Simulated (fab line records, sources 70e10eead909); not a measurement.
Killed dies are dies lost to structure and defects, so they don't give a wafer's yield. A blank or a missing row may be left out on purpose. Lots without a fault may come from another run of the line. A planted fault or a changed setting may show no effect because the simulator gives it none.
Which tool did it? | flow nand_harc | 13 lots, 39 wafers sampled, at 5 steps of a route of 1302

WHAT THE GAUGES READ, wafer by wafer
NHARC_P_M2_CD_MEAS_09: target cd 170 nm. Usual: cd_nm 169.8 nm, standard deviation 0.64.
lot  | measured     | on        | cd_nm (nm)        | flag
L415 | day 6 12:39  | cd_sem-03 | 169.9 170.6 169.9 |
L416 | day 6 18:29  | cd_sem-02 | 169.5 169.8 168.9 |
L419 | day 8 03:15  | cd_sem-02 | 169.1 169.8 170.0 |
L422 | day 9 17:04  | cd_sem-01 | 170.8 169.7 170.4 |
L425 | day 10 13:40 | cd_sem-01 | 169.3 171.9 170.6 |
L429 | day 12 15:19 | cd_sem-01 | 171.0 170.2 169.6 |
L430 | day 12 20:08 | cd_sem-03 | 169.0 170.2 169.7 |
L431 | day 12 22:46 | cd_sem-03 | 169.9 169.0 171.3 |
L433 | day 13 22:25 | cd_sem-02 | 171.1 169.9 170.0 |
L434 | day 14 04:52 | cd_sem-03 | 170.0 170.1 169.1 |
L435 | day 15 01:55 | cd_sem-01 | 169.4 169.1 168.5 |
L436 | day 15 02:13 | cd_sem-02 | 169.3 170.2 170.0 |
L437 | day 15 14:40 | cd_sem-01 | 170.2 170.2 170.7 |

NHARC_P_M2_OVL_MEAS_10: pitch 340 nm. Usual: overlay_x_nm -0.1 nm, standard deviation 0.83; overlay_y_nm -0.1 nm, standard deviation 0.72.
lot  | measured     | on         | overlay_x_nm (nm) | overlay_y_nm (nm) | flag
L415 | day 6 12:44  | overlay-02 | 0.1 0.9 0.4       | -0.6 -1.2 -1.2    |
L416 | day 6 18:34  | overlay-02 | -2.0 -1.8 -2.2    | 0.3 0.5 0.6       |
L419 | day 8 03:20  | overlay-01 | -0.2 0.5 0.4      | 0.4 0.4 0.3       |
L422 | day 9 17:08  | overlay-02 | 0.3 -0.4 -0.9     | 0.3 0.8 0.4       |
L425 | day 10 13:46 | overlay-02 | 0.8 0.7 1.2       | -0.6 -1.3 -0.5    |
L429 | day 12 15:24 | overlay-02 | 1.0 1.0 0.6       | 0.1 0.6 1.1       |
L430 | day 12 20:13 | overlay-02 | 0.4 -0.4 0.0      | 0.1 0.2 0.4       |
L431 | day 12 22:52 | overlay-01 | -1.5 -1.4 -0.9    | 0.1 -0.5 -0.5     |
L433 | day 13 22:31 | overlay-02 | 0.2 -0.6 0.0      | 0.9 1.0 1.4       |
L434 | day 14 04:58 | overlay-02 | -0.5 -1.1 -1.3    | -0.1 0.4 0.3      |
L435 | day 15 02:01 | overlay-02 | 0.1 0.0 -0.3      | 0.0 -0.2 -0.3     |
L436 | day 15 02:19 | overlay-01 | -1.0 -0.4 -0.9    | 0.3 0.5 0.7       |
L437 | day 15 14:46 | overlay-01 | -0.4 -0.4 0.1     | -0.1 -0.5 -0.4    |

WHICH TOOL RAN EACH LOT (tool, then ch and the chambers of the sampled wafers, then the start)
lot  | NHARC_P_M1_PRE_CLEAN_30                 | NHARC_P_M1_DEP_33               | NHARC_P_M2_EXPOSE_06
L415 | pvd_sputter-03, day 6 11:26 or earlier  | pecvd-03 ch 0,1,2, day 6 11:26  | arfi_scanner-03 ch 0, day 6 12:31
L416 | pvd_sputter-01, day 6 17:13 or earlier  | pecvd-03 ch 0,2, day 6 17:13    | arfi_scanner-02 ch 0, day 6 18:20
L419 | pvd_sputter-03, day 8 02:05 or earlier  | pecvd-04 ch 1,2, day 8 02:05    | arfi_scanner-02 ch 0, day 8 03:07
L422 | pvd_sputter-02, day 9 15:48 or earlier  | pecvd-01 ch 0,2, day 9 15:48    | arfi_scanner-03 ch 0, day 9 16:55
L425 | pvd_sputter-02, day 10 12:26 or earlier | pecvd-01 ch 0,1, day 10 12:26   | arfi_scanner-01 ch 0, day 10 13:32
L429 | pvd_sputter-02, day 12 14:14 or earlier | pecvd-01 ch 0,1, day 12 14:14   | arfi_scanner-02 ch 0, day 12 15:10
L430 | pvd_sputter-01, day 12 19:01 or earlier | pecvd-01 ch 0,1,2, day 12 19:01 | arfi_scanner-02 ch 0, day 12 19:59
L431 | pvd_sputter-01, day 12 21:41 or earlier | pecvd-03 ch 0,2, day 12 21:41   | arfi_scanner-02 ch 0, day 12 22:38
L433 | pvd_sputter-02, day 13 21:14 or earlier | pecvd-01 ch 0,2, day 13 21:14   | arfi_scanner-02 ch 0, day 13 22:17
L434 | pvd_sputter-02, day 14 03:48 or earlier | pecvd-04 ch 0,1, day 14 03:48   | arfi_scanner-02 ch 0, day 14 04:44
L435 | pvd_sputter-02, day 15 00:44 or earlier | pecvd-04 ch 0,1,2, day 15 00:44 | arfi_scanner-01 ch 0, day 15 01:47
L436 | pvd_sputter-01, day 15 00:58 or earlier | pecvd-03 ch 0,1, day 15 00:58   | arfi_scanner-03 ch 0, day 15 02:05
L437 | pvd_sputter-02, day 15 13:33 or earlier | pecvd-03 ch 0,1,2, day 15 13:33 | arfi_scanner-03 ch 0, day 15 14:32
- NHARC_P_M1_PRE_CLEAN_30: time 30 s.
- NHARC_P_M1_DEP_33: deposits SiCN, target thk 30 nm.
- NHARC_P_M2_EXPOSE_06: exposes mask P M2, target cd 170 nm.

WHAT THE TOOLS THEMSELVES READ (means of the sampled wafers that have a number; where no wafer has one, the mark that the record gives instead)
NHARC_P_M1_PRE_CLEAN_30. Usual: heater_power_w 396 W, standard deviation 27.
lot  | tool           | heater_power_w (W) | flag
L415 | pvd_sputter-03 | 405                |
L416 | pvd_sputter-01 | 411                |
L419 | pvd_sputter-03 | 402                |
L422 | pvd_sputter-02 | 379                |
L425 | pvd_sputter-02 | 360                |
L429 | pvd_sputter-02 | 375                |
L430 | pvd_sputter-01 | 427                |
L431 | pvd_sputter-01 | 414                |
L433 | pvd_sputter-02 | 370                |
L434 | pvd_sputter-02 | 373                |
L435 | pvd_sputter-02 | 384                |
L436 | pvd_sputter-01 | 393                |
L437 | pvd_sputter-02 | 386                |

NHARC_P_M1_DEP_33. Usual: heater_power_w 559 W, standard deviation 87.
lot  | tool     | heater_power_w (W) | flag
L415 | pecvd-03 | 604                |
L416 | pecvd-03 | 612                |
L419 | pecvd-04 | 448                |
L422 | pecvd-01 | 604                |
L425 | pecvd-01 | 640                |
L429 | pecvd-01 | 623                |
L430 | pecvd-01 | 604                |
L431 | pecvd-03 | 612                |
L433 | pecvd-01 | 635                |
L434 | pecvd-04 | 550                |
L435 | pecvd-04 | 478                |
L436 | pecvd-03 | 473                |
L437 | pecvd-03 | 532                |

THE ANSWER, worked out from the rows above alone
Rule: a lot is off if the mean of its wafers that have a number lies more than 3 standard deviations from the usual mean. A lot without any number at a reading at which 4 lots or more have one is off too. The other lots that the step has rows for count as sound. The gauges are gone through in route order, then the tools' own readings, and for those a lot's mean is taken as printed above. The first step at which some lot is off is used, and at that step the reading that is off furthest; a lot without a number counts as furthest.
No lot is off at any reading shown: from this, nothing can be told.

WHAT THE SIMULATOR HAD PUT IN
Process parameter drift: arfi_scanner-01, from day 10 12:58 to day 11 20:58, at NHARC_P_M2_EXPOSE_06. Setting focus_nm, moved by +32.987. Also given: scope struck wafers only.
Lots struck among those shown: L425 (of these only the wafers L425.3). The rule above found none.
